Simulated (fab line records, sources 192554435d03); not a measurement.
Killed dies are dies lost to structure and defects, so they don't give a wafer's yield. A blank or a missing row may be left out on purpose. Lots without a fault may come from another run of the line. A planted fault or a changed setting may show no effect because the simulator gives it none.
Split-lot experiment | flow n5_finfet | 7 lots, 21 wafers read, on a route of 1938 steps

THE SPLIT
At N5_MOL_CONTACT_COAG_COAT_76 (time 60 s, resist thk 10 nm), the setting spin_rpm was moved away from the recipe's 1500 rpm on 10 of the 21 wafers read, by -6.9% to +8.0%. The other wafers ran this setting at the recipe's value.

FROM THE SPLIT TO THE READING: what the file shows between them, 4 steps
- N5_MOL_CONTACT_COAG_COAT_77: time 60 s, resist thk 10 nm
- N5_MOL_CONTACT_COAG_COAT_78: resist thk 40 nm
- N5_MOL_CONTACT_COAG_DESCUM_88: chemistry O2, time 7 s
- N5_MOL_CONTACT_COAG_ETCH_89: etches underlayer in N2/H2, target depth 13 nm, time 10.4 s

THE READING
etch.depth_nm (the simulator's own value, which no gauge read), in nm, at N5_MOL_CONTACT_COAG_ETCH_90 (etches SiARC in CF4, target depth 13 nm, time 21.7 s). The file gives no usual value for it. The 11 wafers here that ran the recipe average 10.007 nm, standard deviation 0.023 nm.

wafer  | tool, chamber at the split | spin_rpm as run, rpm | against the recipe | etch.depth_nm, nm | against lot-mates on the recipe
L074.1 | litho_track-02, 0          | 1572                 | +4.8%              | 9.819             | -0.231
L074.2 | litho_track-02, 0          | 1572                 | +4.8%              | 9.793             | -0.257
L074.5 | litho_track-02, 0          | 1500                 | recipe             | 10.05             | -
L079.1 | litho_track-04, 0          | 1542                 | +2.8%              | 9.896             | -0.109
L079.2 | litho_track-04, 0          | 1500                 | recipe             | 9.98              | -
L079.5 | litho_track-04, 0          | 1500                 | recipe             | 10.03             | -
L081.2 | litho_track-05, 0          | 1500                 | recipe             | 9.993             | -
L081.4 | litho_track-05, 0          | 1550                 | +3.3%              | 9.824             | -0.169
L081.5 | litho_track-05, 0          | 1550                 | +3.3%              | 9.846             | -0.147
L083.4 | litho_track-02, 0          | 1500                 | recipe             | 10.02             | -
L083.5 | litho_track-02, 0          | 1620                 | +8.0%              | 9.656             | -0.369
L083.6 | litho_track-02, 0          | 1500                 | recipe             | 10.03             | -
L092.1 | litho_track-02, 0          | 1500                 | recipe             | 9.992             | -
L092.4 | litho_track-02, 0          | 1396                 | -6.9%              | 10.33             | +0.338
L092.6 | litho_track-02, 0          | 1396                 | -6.9%              | 10.34             | +0.348
L094.2 | litho_track-04, 0          | 1401                 | -6.6%              | 10.35             | +0.350
L094.3 | litho_track-04, 0          | 1500                 | recipe             | 10                | -
L094.4 | litho_track-04, 0          | 1401                 | -6.6%              | 10.39             | +0.390
L095.1 | litho_track-02, 0          | 1500                 | recipe             | 9.979             | -
L095.2 | litho_track-02, 0          | 1500                 | recipe             | 9.978             | -
L095.6 | litho_track-02, 0          | 1500                 | recipe             | 10.02             | -

THE FIT
A straight line over all 21 wafers: etch.depth_nm changes by -0.048 nm for each +1% of spin_rpm; r = -0.99; the points scatter about the line by 0.027 nm.
The same after taking each lot's own level away (the mean of its wafers on the recipe; 21 wafers): -0.0504 nm for each +1%; r = -1.00; scatter 0.021 nm.
On that fit, the largest move of spin_rpm shifts the reading by 0.4 nm.
The lots' own levels span 9.9920 to 10.0500 nm, that is 2.5 times the standard deviation above.
So the lot-to-lot level changes the slope little: the two slopes agree.
Check: with one of the wafers moved furthest among these (+8.0%) left out of the fit, the line predicts -0.405 nm for it against its lot-mates. It came out at -0.369 nm against them.

THE WHOLE CHAIN: every reading that the file lists as answering this split, in the file's order
step                        | what it does                                         | reading                                                                                   | change (the file's fit)                | r (the file's)
N5_MOL_CONTACT_COAG_COAT_76 | time 60 s, resist thk 10 nm                          | SiARC_of_MOL_CONTACT_COAG_COAT_76.thk_nm (the simulator's own value, which no gauge read) | -0.0546 nm for each +1% of the setting | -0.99
N5_MOL_CONTACT_COAG_ETCH_90 | etches SiARC in CF4, target depth 13 nm, time 21.7 s | etch.depth_nm (the simulator's own value, which no gauge read)                            | -0.0491 nm for each +1% of the setting | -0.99

THE FILE'S OWN FIT
etch.depth_nm changes by -0.0491 nm for each +1% of spin_rpm, r = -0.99.
